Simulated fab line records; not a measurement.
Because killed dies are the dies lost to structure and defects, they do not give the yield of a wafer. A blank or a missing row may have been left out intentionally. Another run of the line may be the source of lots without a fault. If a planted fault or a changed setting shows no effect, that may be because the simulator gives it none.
Which tool did it?    flow n5 finfet    9 lots, 27 wafers sampled, at 5 steps of a route of 1938

WHAT EACH GAUGE READ, for each wafer
N5_BEOL_M4_RC_MEAS_101. Usual: DIBL_N 36.2 mV/V, standard deviation 1.6; DIBL_P 36.5 mV/V, standard deviation 1.9; IOFF_N 0.158 nA/um, standard deviation 0.027; IOFF_N_85C 3.1 nA/um, standard deviation 0.45; IOFF_N_LIN 0.073 nA/um, standard deviation 0.01; IOFF_N_LONG 5.45e-05 nA/um, standard deviation 2.1e-06; IOFF_P 0.21 nA/um, standard deviation 0.038; ION_N 675 uA/um, standard deviation 12; ION_P 464 uA/um, standard deviation 8.9; SS_N 71.5 mV/dec, standard deviation 0.61; SS_P 73.4 mV/dec, standard deviation 0.59; VT_N 250.4 mV, standard deviation 3; VT_N_LONG 275.5 mV, standard deviation 1.7; VT_N_LVT 99.1 mV, standard deviation 2.9; VT_P -250 mV, standard deviation 3.6.
lot   measured      on         DIBL_N (mV/V)   DIBL_P (mV/V)   IOFF_N (nA/um)     IOFF_N_85C (nA/um)  IOFF_N_LIN (nA/um)  IOFF_N_LONG (nA/um)         IOFF_P (nA/um)  ION_N (uA/um)  ION_P (uA/um)  SS_N (mV/dec)   SS_P (mV/dec)   VT_N (mV)          VT_N_LONG (mV)     VT_N_LVT (mV)      VT_P (mV)       flag
L434  day 8 02:20   prober-01  35.1 34.4 34.1  35.1 34.7 33.3  0.140 0.130 0.114  2.7 2.5 2.3         0.066 0.063 0.056   5.3e-05 5.23e-05 5.15e-05   0.18 0.18 0.16  670 663 656    458 461 449    71.4 70.9 71.2  73.4 73.1 72.0  250.7 255.0 254.7  276.2 273.5 276.1  102.4 103.4 106.9  -254 -254 -255  
L437  day 9 00:47   prober-02  37.8 37.4 35.7  36.5 37.5 34.7  0.156 0.165 0.122  3.0 3.2 2.5         0.070 0.075 0.058   5.54e-05 5.47e-05 5.48e-05  0.20 0.21 0.17  672 676 653    455 462 452    70.3 71.3 70.5  73.7 73.5 72.9  252.7 248.5 254.3  276.3 277.1 275.8  98.5 95.9 101.2    -250 -248 -253  
L439  day 9 19:01   prober-01  34.9 34.2 36.7  34.8 34.6 37.9  0.129 0.121 0.165  2.6 2.5 3.2         0.063 0.061 0.078   5.67e-05 5.6e-05 5.5e-05    0.20 0.19 0.25  673 665 685    465 461 474    71.5 71.3 72.1  73.4 72.7 73.2  255.7 254.4 248.9  275.1 274.9 273.4  101.6 103.5 99.1   -249 -251 -245  
L440  day 9 20:32   prober-01  37.5 39.8 36.0  36.6 38.7 34.4  0.156 0.211 0.128  3.1 3.9 2.6         0.072 0.091 0.059   5.23e-05 5.32e-05 5.3e-05   0.18 0.21 0.16  666 682 651    452 453 437    71.0 72.3 71.1  73.1 73.9 73.0  250.0 246.5 256.1  275.4 276.0 277.0  97.7 93.5 101.8    -257 -255 -259  
L443  day 10 11:46  prober-01  34.9 36.5 38.2  35.8 37.3 39.0  0.142 0.175 0.209  2.8 3.3 3.8         0.070 0.082 0.095   5.85e-05 5.94e-05 6.02e-05  0.19 0.20 0.25  671 691 705    463 464 474    70.5 70.8 72.8  73.5 73.8 73.6  251.0 245.7 246.5  269.3 272.3 273.6  97.8 94.5 93.2     -250 -251 -246  
L446  day 11 15:15  prober-01  36.2 39.3 38.4  37.1 40.7 39.7  0.157 0.232 0.198  3.1 4.3 3.8         0.075 0.101 0.089   5.73e-05 6.07e-05 5.87e-05  0.25 0.31 0.31  685 699 686    473 480 474    70.6 72.4 71.0  73.1 74.5 74.5  247.2 243.7 244.2  273.8 271.2 272.8  98.0 93.3 96.6     -246 -241 -240  
L448  day 12 12:49  prober-02  36.2 35.3 35.5  35.3 34.9 35.6  0.141 0.142 0.138  2.8 2.8 2.7         0.066 0.067 0.065   5.48e-05 5.38e-05 5.4e-05   0.18 0.18 0.18  677 668 685    464 460 457    70.7 71.1 71.1  73.0 72.6 73.1  250.3 249.4 251.5  275.7 275.1 274.9  100.7 99.1 100.8   -253 -252 -254  
L449  day 12 15:55  prober-01  36.6 37.2 35.2  37.1 37.6 36.7  0.172 0.176 0.064  3.2 3.3 1.4         0.075 0.076 0.031   5.34e-05 5.2e-05 3.17e-05   0.21 0.22 0.25  666 669 623    463 458 471    72.4 72.7 71.5  72.5 74.3 73.6  249.4 250.6 274.7  277.0 278.0 298.6  99.7 99.3 124.3    -252 -252 -246  OFF
L451  day 12 12:52  prober-01  37.6 35.3 34.3  39.8 38.0 36.5  0.205 0.153 0.060  3.8 3.0 1.4         0.087 0.071 0.028   5.35e-05 5.3e-05 3.33e-05   0.24 0.21 0.23  676 669 610    460 462 468    72.9 71.9 71.9  74.1 74.0 73.4  246.6 252.0 275.3  276.3 277.6 301.0  95.8 99.3 122.8    -249 -251 -247  OFF

TOOL THAT RAN EACH LOT (tool first, then ch and the chambers of the sampled wafers, then the start)
lot   N5_HKMG_FIN_NWFM_ALD_20             N5_HKMG_FIN_ETCHBACK_68           N5_HKMG_FIN_STRIP_69                 N5_HKMG_FIN_ALD_21
L434  ald metal-04 ch 2,3, day 4 18:41    rie metal-01 ch 0,1, day 4 19:20  plasma asher-01 ch 0,1, day 4 19:31  ald metal-02 ch 1,2,3, day 4 19:55
L437  ald metal-04 ch 0,2,3, day 5 11:03  rie metal-02 ch 0,1, day 5 11:44  plasma asher-02 ch 0,1, day 5 11:52  ald metal-02 ch 0,1, day 5 12:15
L439  ald metal-04 ch 2,3, day 6 05:57    rie metal-03 ch 0,1, day 6 06:38  plasma asher-02 ch 0,1, day 6 06:52  ald metal-02 ch 1,3, day 6 07:08
L440  ald metal-01 ch 1,2,3, day 6 06:07  rie metal-01 ch 0,1, day 6 06:46  plasma asher-01 ch 0,1, day 6 06:54  ald metal-01 ch 0,1,3, day 6 07:17
L443  ald metal-01 ch 0,1,3, day 6 21:28  rie metal-01 ch 0,1, day 6 22:10  plasma asher-01 ch 0,1, day 6 22:23  ald metal-01 ch 0,3, day 6 22:38
L446  ald metal-01 ch 0,1,3, day 7 15:54  rie metal-03 ch 0,1, day 7 16:37  plasma asher-02 ch 0,1, day 7 16:46  ald metal-02 ch 1,2,3, day 7 17:09
L448  ald metal-04 ch 0,1, day 8 06:31    rie metal-03 ch 0,1, day 8 07:11  plasma asher-02 ch 1, day 8 07:20    ald metal-02 ch 1,3, day 8 07:43
L449  ald metal-01 ch 0,1,2, day 8 12:20  rie metal-03 ch 0,1, day 8 13:02  plasma asher-02 ch 0,1, day 8 13:16  ald metal-01 ch 2,3, day 8 13:32
L451  ald metal-01 ch 0,1,3, day 9 00:16  rie metal-03 ch 0, day 9 00:56    plasma asher-01 ch 0,1, day 9 01:04  ald metal-01 ch 1,2, day 9 01:27
- N5_HKMG_FIN_NWFM_ALD_20: deposits TiAlC, target thk 2 nm, pulse time 3 s, purge time 2 s.
- N5_HKMG_FIN_ETCHBACK_68: etches the open film in Cl2/Ar, stops on HfO2, target depth 0.5 nm.
- N5_HKMG_FIN_STRIP_69: strips in N2/H2, time 360 s.
- N5_HKMG_FIN_ALD_21: deposits TiN, target thk 1.5 nm, pulse time 1 s, purge time 3 s.

WHAT THE TOOLS THEMSELVES READ (means of the sampled wafers that have a number; where no wafer has one, the mark that the record gives instead)
N5_HKMG_FIN_NWFM_ALD_20. Usual: heater power w 495 W, standard deviation 31; precursor pulse height rel 0.998, standard deviation 0.02; susceptor temp C 300.01 C, standard deviation 0.19.
lot   tool          heater power w (W)  precursor pulse height rel  susceptor temp C (C)  flag
L434  ald metal-04  467                 0.987                       300.00                
L437  ald metal-04  475                 0.983                       300.13                
L439  ald metal-04  484                 0.998                       300.08                
L440  ald metal-01  504                 1.019                       299.95                
L443  ald metal-01  485                 1.000                       299.86                
L446  ald metal-01  483                 1.008                       299.88                
L448  ald metal-04  510                 1.015                       300.12                
L449  ald metal-01  498                 1.013                       295.63                OFF
L451  ald metal-01  472                 1.005                       295.86                OFF

N5_HKMG_FIN_ETCHBACK_68. Usual: bias w 60.00 W, standard deviation 0.18; drypump motor current A 6.06 A, standard deviation 0.23; oes_ar_750_au 0.70 a.u., standard deviation 0.11; oes product au 0.70 a.u., standard deviation 0.11; throttle valve pct 20.90 %, standard deviation 0.18.
lot   tool          bias w (W)  drypump motor current A (A)  oes_ar_750_au (a.u.)  oes product au (a.u.)  throttle valve pct (%)  flag
L434  rie metal-01  60.17       6.26                         0.72                  0.73                   20.79                   
L437  rie metal-02  59.98       5.67                         0.60                  0.60                   21.12                   
L439  rie metal-03  60.03       6.03                         0.73                  0.74                   20.87                   
L440  rie metal-01  60.29       6.24                         0.72                  0.73                   20.81                   
L443  rie metal-01  60.03       6.24                         0.72                  0.72                   20.80                   
L446  rie metal-03  59.90       6.09                         0.66                  0.67                   20.93                   
L448  rie metal-03  59.99       6.03                         0.71                  0.72                   20.89                   
L449  rie metal-03  60.16       6.04                         0.72                  0.73                   20.90                   
L451  rie metal-03  59.95       6.13                         0.60                  0.61                   20.96                   

N5_HKMG_FIN_STRIP_69. Usual: drypump motor current A 5.9 A, standard deviation 0.5; heater power w 529 W, standard deviation 60; temp c 299.98 C, standard deviation 0.2.
lot   tool             drypump motor current A (A)  heater power w (W)  temp c (C)  flag
L434  plasma asher-01  5.8                          462                 299.97      
L437  plasma asher-02  6.1                          570                 300.14      
L439  plasma asher-02  5.9                          561                 300.11      
L440  plasma asher-01  5.4                          448                 300.11      
L443  plasma asher-01  5.3                          450                 300.23      
L446  plasma asher-02  6.1                          572                 300.27      
L448  plasma asher-02  6.4                          596                 300.12      
L449  plasma asher-02  5.9                          567                 299.87      
L451  plasma asher-01  5.8                          451                 299.89      

N5_HKMG_FIN_ALD_21. Usual: heater power w 889 W, standard deviation 40; precursor pulse height rel 1.002, standard deviation 0.019; susceptor temp C 400.01 C, standard deviation 0.23.
lot   tool          heater power w (W)  precursor pulse height rel  susceptor temp C (C)  flag
L434  ald metal-02  892                 1.002                       400.15                
L437  ald metal-02  885                 0.993                       400.21                
L439  ald metal-02  878                 0.991                       400.08                
L440  ald metal-01  867                 1.009                       400.14                
L443  ald metal-01  841                 1.011                       399.81                
L446  ald metal-02  886                 1.004                       400.01                
L448  ald metal-02  894                 1.009                       400.07                
L449  ald metal-01  865                 1.009                       400.01                
L451  ald metal-01  933                 1.003                       400.04                

THE ANSWER, worked out from the rows above alone
Rule: a lot is off if the mean of its wafers that have a number lies more than 3 standard deviations from the usual mean. A lot without any number at a reading at which 4 lots or more have one is off too. All remaining lots with rows at the step are treated as sound. After the gauges, taken in route order, come the tools' own readings; for these a lot's mean is taken, as printed above. The first step at which some lot is off is used, and at that step the reading that is off furthest; a lot without a number counts as furthest.
Off: L449, L451, seen at N5_BEOL_M4_RC_MEAS_101 (VT_N_LONG).
A tool fits if, at a process step before that reading, it ran every lot that is off, and no sound lot after the first of them. The gauges at N5_BEOL_M4_RC_MEAS_101 aren't tried: what is off there is off at N5_HKMG_FIN_NWFM_ALD_20 too, on other tools, and a gauge's error can't cause that. Can't be told from this: 2 tools fit, ald metal-01 at N5_HKMG_FIN_NWFM_ALD_20 and N5_HKMG_FIN_ALD_21, rie metal-03 at N5_HKMG_FIN_ETCHBACK_68.

WHAT THE SIMULATOR HAD PUT IN
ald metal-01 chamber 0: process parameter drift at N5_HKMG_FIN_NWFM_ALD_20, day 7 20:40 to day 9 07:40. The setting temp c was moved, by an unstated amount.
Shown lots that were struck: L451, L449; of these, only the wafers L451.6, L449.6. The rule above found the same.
